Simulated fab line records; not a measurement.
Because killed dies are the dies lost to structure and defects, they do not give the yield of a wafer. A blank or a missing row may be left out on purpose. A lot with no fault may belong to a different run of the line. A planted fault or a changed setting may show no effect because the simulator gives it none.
Which of the tools did it?    flow nand harc    24 lots, 72 wafers sampled, at 6 steps of a route of 1159

== WHAT THE GAUGES SHOWED, per wafer ==
The record holds no reading of a measuring or inspecting step that can be judged against a usual standard deviation.

== EACH LOT AND THE TOOL THAT RAN IT (in order: tool; ch and the chambers of the sampled wafers; start) ==
lot   NHARC_A_CHANNEL_HOLE_D1_XSEM_31  NHARC_A_CHANNEL_FILL_D1_ETCHBACK_08            NHARC_A_CHANNEL_FILL_D1_RTA_24    NHARC_A_STAIRCASE_TRIM_235                     NHARC_A_STAIRCASE_DESCUM_252        NHARC_A_STAIRCASE_DEP_417
L074  xsem-01 ch 0, day 8 07:40        rie diel-04 ch 0,2, day 10 16:29 or earlier    rtp anneal-02 ch 0, day 10 16:29  rie diel-08 ch 0,2,3, day 11 08:26 or earlier  rie diel-09 ch 0,2,3, day 11 08:26  pecvd-01 ch 0,2, day 11 23:44
L076  xsem-01 ch 0, day 9 08:34        rie diel-03 ch 0,1,2, day 11 13:34 or earlier  rtp anneal-02 ch 0, day 11 13:34  rie diel-08 ch 2,3, day 12 07:40 or earlier    rie diel-08 ch 0,1, day 12 07:40    pecvd-01 ch 1,2, day 12 22:42
L075  xsem-02 ch 0, day 9 08:41        rie diel-04 ch 0,2,3, day 11 10:37 or earlier  rtp anneal-01 ch 0, day 11 10:37  rie diel-08 ch 1,2,3, day 12 02:42 or earlier  rie diel-13 ch 2,3, day 12 02:42    pecvd-03 ch 0,2, day 12 18:09
L077  xsem-01 ch 0, day 9 12:43        rie diel-03 ch 0,1,3, day 11 13:25 or earlier  rtp anneal-02 ch 0, day 11 13:25  rie diel-09 ch 1,2,3, day 12 08:10 or earlier  rie diel-13 ch 2,3, day 12 08:10    pecvd-04 ch 0,1,2, day 13 01:40
L078  xsem-02 ch 0, day 9 12:50        rie diel-04 ch 0,2, day 11 13:32 or earlier    rtp anneal-01 ch 0, day 11 13:32  rie diel-13 ch 1,2, day 12 07:30 or earlier    rie diel-13 ch 0,1,3, day 12 07:30  pecvd-01 ch 0,1,2, day 12 21:46
L081  xsem-01 ch 0, day 10 00:30       rie diel-04 ch 0,1,2, day 12 00:17 or earlier  rtp anneal-02 ch 0, day 12 00:17  rie diel-08 ch 1,2, day 12 18:25 or earlier    rie diel-09 ch 0,1, day 12 18:25    pecvd-04 ch 0,1,2, day 13 09:26
L080  xsem-02 ch 0, day 10 01:10       rie diel-03 ch 0,3, day 12 00:22 or earlier    rtp anneal-01 ch 0, day 12 00:22  rie diel-09 ch 1,2, day 12 19:08 or earlier    rie diel-08 ch 1,2, day 12 19:08    pecvd-04 ch 0,2, day 13 14:06
L079  xsem-01 ch 0, day 10 05:19       rie diel-04 ch 1,3, day 12 05:55 or earlier    rtp anneal-01 ch 0, day 12 05:55  rie diel-13 ch 0,1,3, day 13 02:14 or earlier  rie diel-09 ch 1,2,3, day 13 02:14  pecvd-01 ch 0,1,2, day 13 22:56
L082  xsem-02 ch 0, day 10 08:01       rie diel-03 ch 1,2,3, day 12 05:55 or earlier  rtp anneal-02 ch 0, day 12 05:55  rie diel-09 ch 0,2, day 13 02:32 or earlier    rie diel-13 ch 1,2,3, day 13 02:32  pecvd-03 ch 0,1, day 14 00:53
L083  xsem-01 ch 0, day 10 21:08       rie diel-12 ch 1,2, day 12 22:48 or earlier    rtp anneal-02 ch 0, day 12 22:48  rie diel-09 ch 0,1,3, day 13 13:46 or earlier  rie diel-08 ch 0,1, day 13 13:46    pecvd-04 ch 1,2, day 14 07:27
L086  xsem-02 ch 0, day 11 15:08       rie diel-03 ch 1,2,3, day 13 15:42 or earlier  rtp anneal-01 ch 0, day 13 15:42  rie diel-08 ch 0,1,3, day 14 07:27 or earlier  rie diel-09 ch 1,3, day 14 07:27    pecvd-03 ch 0,1,2, day 14 21:56
L084  xsem-01 ch 0, day 11 15:23       rie diel-12 ch 0,1,2, day 13 15:51 or earlier  rtp anneal-01 ch 0, day 13 15:51  rie diel-13 ch 0,1,3, day 14 07:44 or earlier  rie diel-09 ch 0,1,3, day 14 07:44  pecvd-01 ch 1,2, day 14 23:01
L087  xsem-02 ch 0, day 11 19:17       rie diel-03 ch 1,2,3, day 13 19:43 or earlier  rtp anneal-01 ch 0, day 13 19:43  rie diel-08 ch 1,2, day 14 12:18 or earlier    rie diel-09 ch 0,3, day 14 12:18    pecvd-04 ch 0,1,2, day 15 04:28
L085  xsem-01 ch 0, day 12 04:17       rie diel-04 ch 2,3, day 14 04:05 or earlier    rtp anneal-01 ch 0, day 14 04:05  rie diel-13 ch 0,2, day 14 21:47 or earlier    rie diel-08 ch 0,3, day 14 21:47    pecvd-03 ch 1,2, day 15 11:11
L089  xsem-02 ch 0, day 12 05:17       rie diel-03 ch 2,3, day 14 04:02 or earlier    rtp anneal-02 ch 0, day 14 04:02  rie diel-09 ch 1,2, day 14 22:37 or earlier    rie diel-08 ch 0,1,2, day 14 22:37  pecvd-03 ch 1,2, day 15 16:13
L088  xsem-01 ch 0, day 12 08:37       rie diel-03 ch 0,1,3, day 14 11:09 or earlier  rtp anneal-01 ch 0, day 14 11:09  rie diel-13 ch 0,3, day 15 05:05 or earlier    rie diel-08 ch 0,1,2, day 15 05:05  pecvd-04 ch 0,1, day 15 22:59
L091  xsem-02 ch 0, day 12 12:47       rie diel-04 ch 1,2, day 14 11:08 or earlier    rtp anneal-02 ch 0, day 14 11:08  rie diel-09 ch 0,2,3, day 15 05:27 or earlier  rie diel-09 ch 0,1,2, day 15 05:27  pecvd-03 ch 0,1,2, day 16 01:55
L090  xsem-01 ch 0, day 12 13:22       rie diel-03 ch 1,2,3, day 14 11:16 or earlier  rtp anneal-01 ch 0, day 14 11:16  rie diel-13 ch 1,2,3, day 15 07:26 or earlier  rie diel-08 ch 0,2,3, day 15 07:26  pecvd-01 ch 0,1,2, day 16 03:29
L093  xsem-02 ch 0, day 12 23:19       rie diel-04 ch 0,1,2, day 14 23:59 or earlier  rtp anneal-01 ch 0, day 14 23:59  rie diel-13 ch 0,3, day 15 15:02 or earlier    rie diel-13 ch 1,3, day 15 15:02    pecvd-03 ch 0,1,2, day 16 06:47
L092  xsem-01 ch 0, day 12 23:50       rie diel-03 ch 0,2,3, day 14 23:47 or earlier  rtp anneal-02 ch 0, day 14 23:47  rie diel-09 ch 0,2,3, day 15 15:58 or earlier  rie diel-13 ch 1,2,3, day 15 15:58  pecvd-04 ch 1,2, day 16 09:06
L094  xsem-02 ch 0, day 13 07:19       rie diel-04 ch 0,2,3, day 15 06:59 or earlier  rtp anneal-02 ch 0, day 15 06:59  rie diel-13 ch 1,2, day 15 22:05 or earlier    rie diel-08 ch 0,2,3, day 15 22:05  pecvd-03 ch 1,2, day 16 14:37
L095  xsem-01 ch 0, day 13 21:53       rie diel-04 ch 2,3, day 16 00:40 or earlier    rtp anneal-01 ch 0, day 16 00:40  rie diel-13 ch 1,2,3, day 16 15:09 or earlier  rie diel-08 ch 0,3, day 16 15:09    pecvd-03 ch 0,2, day 17 04:48
L096  xsem-01 ch 0, day 13 22:25       rie diel-03 ch 1,2,3, day 15 21:47 or earlier  rtp anneal-02 ch 0, day 15 21:47  rie diel-08 ch 0,1, day 16 12:58 or earlier    rie diel-08 ch 0,2, day 16 12:58    pecvd-03 ch 0,1,2, day 17 02:33
L097  xsem-01 ch 0, day 14 19:02       rie diel-03 ch 0,2,3, day 16 17:50 or earlier  rtp anneal-02 ch 0, day 16 17:50  rie diel-08 ch 1,2,3, day 17 10:28 or earlier  rie diel-13 ch 0,1,3, day 17 10:28  pecvd-03 ch 0,1,2, day 18 00:57
- NHARC_A_CHANNEL_HOLE_D1_XSEM_31
- NHARC_A_CHANNEL_FILL_D1_ETCHBACK_08: etches the open film in C4F8, target depth 220 nm, time 110 s.
- NHARC_A_CHANNEL_FILL_D1_RTA_24: time 5 s.
- NHARC_A_STAIRCASE_TRIM_235: chemistry O2, time 211.2 s.
- NHARC_A_STAIRCASE_DESCUM_252: chemistry O2, time 3 s.
- NHARC_A_STAIRCASE_DEP_417: deposits Si3N4, target thk 60 nm.

== AS READ BY THE TOOLS THEMSELVES (means over the sampled wafers that have a number; for cases with no such wafer, the mark the record gives instead) ==
NHARC_A_CHANNEL_HOLE_D1_XSEM_31. Usual: bot cd nm 74.9 nm, standard deviation 1.3; bow nm 8.66 nm, standard deviation 0.25; tilt deg 0.07 degrees, standard deviation 0.045.
lot   tool     bot cd nm (nm)  bow nm (nm)  tilt deg (degrees)  flag
L074  xsem-01  74.9            8.33         0.08                
L076  xsem-01  73.7            8.56         0.01                
L075  xsem-02  74.7            8.57         0.09                
L077  xsem-01  74.0            8.39         0.11                
L078  xsem-02  75.3            8.42         0.05                
L081  xsem-01  75.9            8.51         0.07                
L080  xsem-02  75.0            9.03         0.07                
L079  xsem-01  75.1            8.49         0.09                
L082  xsem-02  75.3            8.50         0.08                
L083  xsem-01  74.2            8.54         0.08                
L086  xsem-02  75.7            8.94         0.06                
L084  xsem-01  74.5            9.24         0.03                
L087  xsem-02  74.8            8.55         0.02                
L085  xsem-01  76.4            8.72         0.01                
L089  xsem-02  74.4            9.06         0.10                
L088  xsem-01  75.3            8.36         0.06                
L091  xsem-02  75.7            8.43         0.10                
L090  xsem-01  74.6            8.96         -0.02               
L093  xsem-02  75.0            8.61         0.07                
L092  xsem-01  74.1            8.88         0.09                
L094  xsem-02  76.3            8.75         0.11                
L095  xsem-01  74.7            8.79         -0.01               
L096  xsem-01  76.1            8.87         0.16                
L097  xsem-01  73.0            8.51         0.16                

NHARC_A_CHANNEL_FILL_D1_ETCHBACK_08. Usual: oes product au 0.95 a.u., standard deviation 0.036; rf vpp V 441.4 V, standard deviation 2.6.
lot   tool         oes product au (a.u.)  rf vpp V (V)  flag
L074  rie diel-04  0.99                   438.2         
L076  rie diel-03  0.93                   441.2         
L075  rie diel-04  0.92                   439.6         
L077  rie diel-03  0.99                   441.7         
L078  rie diel-04  0.93                   438.1         
L081  rie diel-04  0.93                   440.7         
L080  rie diel-03  0.92                   441.9         
L079  rie diel-04  0.93                   441.3         
L082  rie diel-03  1.00                   442.2         
L083  rie diel-12  1.00                   442.9         
L086  rie diel-03  1.01                   442.5         
L084  rie diel-12  0.99                   442.0         
L087  rie diel-03  0.92                   442.3         
L085  rie diel-04  1.01                   438.3         
L089  rie diel-03  0.93                   444.8         
L088  rie diel-03  0.91                   441.4         
L091  rie diel-04  0.93                   440.7         
L090  rie diel-03  0.92                   441.2         
L093  rie diel-04  1.00                   440.4         
L092  rie diel-03  0.93                   442.5         
L094  rie diel-04  0.93                   440.8         
L095  rie diel-04  0.93                   438.5         
L096  rie diel-03  0.93                   441.9         
L097  rie diel-03  0.93                   443.6         

NHARC_A_CHANNEL_FILL_D1_RTA_24. Usual: anneal temp c max 1005.6, standard deviation 2.5; lamp power pct 33.2 %, standard deviation 1.8; lamp_zone_2_pct 33.2 %, standard deviation 1.8; lamp_zone_5_pct 33.2 %, standard deviation 1.8; wafer_temp_C_max 1003.3, standard deviation 0.99.
lot   tool           anneal temp c max  lamp power pct (%)  lamp_zone_2_pct (%)  lamp_zone_5_pct (%)  wafer_temp_C_max  flag
L074  rtp anneal-02  1003.3             31.5                31.5                 31.4                 1003.1            
L076  rtp anneal-02  1003.7             31.4                31.5                 31.4                 1003.3            
L075  rtp anneal-01  1007.9             34.9                35.0                 35.0                 1004.0            
L077  rtp anneal-02  1002.5             31.4                31.4                 31.4                 1002.1            
L078  rtp anneal-01  1007.3             35.0                35.0                 35.0                 1003.5            
L081  rtp anneal-02  1003.0             31.4                31.5                 31.5                 1002.8            
L080  rtp anneal-01  1007.3             35.0                35.0                 35.0                 1004.3            
L079  rtp anneal-01  1008.1             35.0                35.0                 35.0                 1004.7            
L082  rtp anneal-02  1003.2             31.4                31.4                 31.4                 1003.0            
L083  rtp anneal-02  1003.1             31.4                31.4                 31.5                 1002.4            
L086  rtp anneal-01  1007.7             35.0                35.0                 35.0                 1003.0            
L084  rtp anneal-01  1008.8             35.0                34.9                 34.9                 1003.6            
L087  rtp anneal-01  1008.2             35.0                35.0                 35.0                 1004.2            
L085  rtp anneal-01  1008.9             35.0                35.0                 34.9                 1004.3            
L089  rtp anneal-02  1002.5             31.5                31.4                 31.4                 1003.2            
L088  rtp anneal-01  1008.3             35.0                35.0                 35.0                 1004.1            
L091  rtp anneal-02  1002.8             31.5                31.5                 31.4                 1002.6            
L090  rtp anneal-01  1006.9             35.0                34.9                 35.0                 1004.3            
L093  rtp anneal-01  1006.9             35.0                35.0                 35.0                 1003.3            
L092  rtp anneal-02  1003.4             31.4                31.4                 31.5                 1002.5            
L094  rtp anneal-02  1003.8             31.5                31.5                 31.5                 1003.1            
L095  rtp anneal-01  1008.4             34.9                35.0                 35.0                 1004.0            
L096  rtp anneal-02  1003.5             31.4                31.4                 31.5                 1001.7            
L097  rtp anneal-02  1003.2             31.4                31.4                 31.5                 1002.8            

NHARC_A_STAIRCASE_TRIM_235. Usual: drypump motor current A 5.9 A, standard deviation 0.46; oes product au 0.996 a.u., standard deviation 0.011; rf vpp V 57.8 V, standard deviation 0.86; showerhead plenum p Torr 3.51 Torr, standard deviation 0.12; throttle valve pct 17.036 %, standard deviation 0.0092.
lot   tool         drypump motor current A (A)  oes product au (a.u.)  rf vpp V (V)  showerhead plenum p Torr (Torr)  throttle valve pct (%)  flag
L074  rie diel-08  6.1                          0.995                  57.8          3.49                             17.031                  
L076  rie diel-08  6.4                          0.989                  57.0          3.47                             17.034                  
L075  rie diel-08  6.4                          0.988                  57.4          3.44                             17.038                  
L077  rie diel-09  5.8                          1.006                  58.2          3.60                             17.036                  
L078  rie diel-13  6.1                          0.996                  57.0          3.51                             17.046                  
L081  rie diel-08  6.3                          0.989                  57.1          3.44                             17.035                  
L080  rie diel-09  6.3                          0.996                  57.9          3.56                             17.040                  
L079  rie diel-13  5.7                          0.999                  57.5          3.63                             17.034                  
L082  rie diel-09  5.7                          0.985                  57.8          3.43                             17.042                  
L083  rie diel-09  6.0                          0.983                  58.0          3.48                             17.036                  
L086  rie diel-08  6.2                          0.995                  57.8          3.44                             17.041                  
L084  rie diel-13  5.7                          1.007                  58.3          3.62                             17.044                  
L087  rie diel-08  6.4                          0.994                  57.3          3.39                             17.041                  
L085  rie diel-13  6.1                          1.002                  57.1          3.52                             17.045                  
L089  rie diel-09  5.8                          0.994                  57.1          3.60                             17.029                  
L088  rie diel-13  5.7                          0.999                  57.3          3.56                             17.032                  
L091  rie diel-09  5.5                          1.002                  57.8          3.52                             17.033                  
L090  rie diel-13  5.8                          1.002                  57.9          3.54                             17.028                  
L093  rie diel-13  5.7                          0.988                  58.3          3.56                             17.032                  
L092  rie diel-09  5.5                          0.992                  59.1          3.51                             17.036                  
L094  rie diel-13  6.1                          1.007                  57.4          3.50                             17.030                  
L095  rie diel-13  5.8                          1.001                  58.1          3.53                             17.035                  
L096  rie diel-08  6.0                          0.990                  57.7          3.43                             17.029                  
L097  rie diel-08  6.4                          1.001                  58.0          3.42                             17.028                  

NHARC_A_STAIRCASE_DESCUM_252. Usual: drypump motor current A 5.9 A, standard deviation 0.45; oes product au 0.997 a.u., standard deviation 0.01; rf vpp V 57.7 V, standard deviation 0.83; showerhead plenum p Torr 1.89 Torr, standard deviation 0.072; throttle valve pct 11.311 %, standard deviation 0.011.
lot   tool         drypump motor current A (A)  oes product au (a.u.)  rf vpp V (V)  showerhead plenum p Torr (Torr)  throttle valve pct (%)  flag
L074  rie diel-09  5.5                          0.998                  57.7          1.92                             11.316                  
L076  rie diel-08  6.2                          0.998                  57.8          1.84                             11.313                  
L075  rie diel-13  6.0                          1.006                  57.2          1.85                             11.301                  
L077  rie diel-13  6.0                          1.007                  57.6          1.85                             11.311                  
L078  rie diel-13  5.7                          0.999                  57.4          1.97                             11.320                  
L081  rie diel-09  6.5                          0.984                  57.9          1.86                             11.321                  
L080  rie diel-08  6.4                          0.992                  57.0          1.84                             11.307                  
L079  rie diel-09  5.8                          0.999                  58.3          1.95                             11.309                  
L082  rie diel-13  5.8                          0.994                  58.5          1.93                             11.308                  
L083  rie diel-08  5.9                          0.994                  57.2          1.86                             11.312                  
L086  rie diel-09  5.8                          0.997                  57.8          1.94                             11.313                  
L084  rie diel-09  5.9                          0.999                  57.9          1.88                             11.317                  
L087  rie diel-09  5.4                          0.990                  58.4          1.90                             11.312                  
L085  rie diel-08  6.2                          0.999                  57.4          1.88                             11.318                  
L089  rie diel-08  6.1                          0.992                  57.8          1.86                             11.310                  
L088  rie diel-08  6.1                          0.987                  56.7          1.86                             11.317                  
L091  rie diel-09  6.0                          0.994                  57.8          1.88                             11.302                  
L090  rie diel-08  6.1                          0.998                  57.4          1.88                             11.307                  
L093  rie diel-13  5.6                          1.004                  58.5          2.00                             11.301                  
L092  rie diel-13  5.8                          1.004                  57.2          1.92                             11.303                  
L094  rie diel-08  6.1                          1.001                  57.2          1.88                             11.312                  
L095  rie diel-08  5.9                          1.000                  58.1          1.87                             11.308                  
L096  rie diel-08  5.8                          0.999                  57.9          1.88                             11.312                  
L097  rie diel-13  5.7                          1.006                  57.9          1.96                             11.306                  

NHARC_A_STAIRCASE_DEP_417. Usual: heater power w 660 W, standard deviation 66.
lot   tool      heater power w (W)  flag
L074  pecvd-01  641                 
L076  pecvd-01  658                 
L075  pecvd-03  634                 
L077  pecvd-04  638                 
L078  pecvd-01  661                 
L081  pecvd-04  669                 
L080  pecvd-04  644                 
L079  pecvd-01  727                 
L082  pecvd-03  658                 
L083  pecvd-04  695                 
L086  pecvd-03  636                 
L084  pecvd-01  769                 
L087  pecvd-04  629                 
L085  pecvd-03  648                 
L089  pecvd-03  660                 
L088  pecvd-04  653                 
L091  pecvd-03  667                 
L090  pecvd-01  650                 
L093  pecvd-03  656                 
L092  pecvd-04  640                 
L094  pecvd-03  656                 
L095  pecvd-03  635                 
L096  pecvd-03  682                 
L097  pecvd-03  639                 

== THE ANSWER, worked out from the rows above alone ==
Rule: lot off if the mean of its wafers having a number is beyond 3 standard deviations from the usual mean. Also off: a lot with no number at a reading for which 4 or more lots have one. Any other lot the step has rows for is counted as sound. After the gauges, taken in route order, come the tools' own readings; for these a lot's mean is taken, as printed above. At the first step where some lot is off, the reading lying furthest off is the one used; lots without a number count as furthest.
Across all readings shown, no lot is off: no conclusion can be drawn from this.

== WHAT HAD BEEN PUT IN BY THE SIMULATOR ==
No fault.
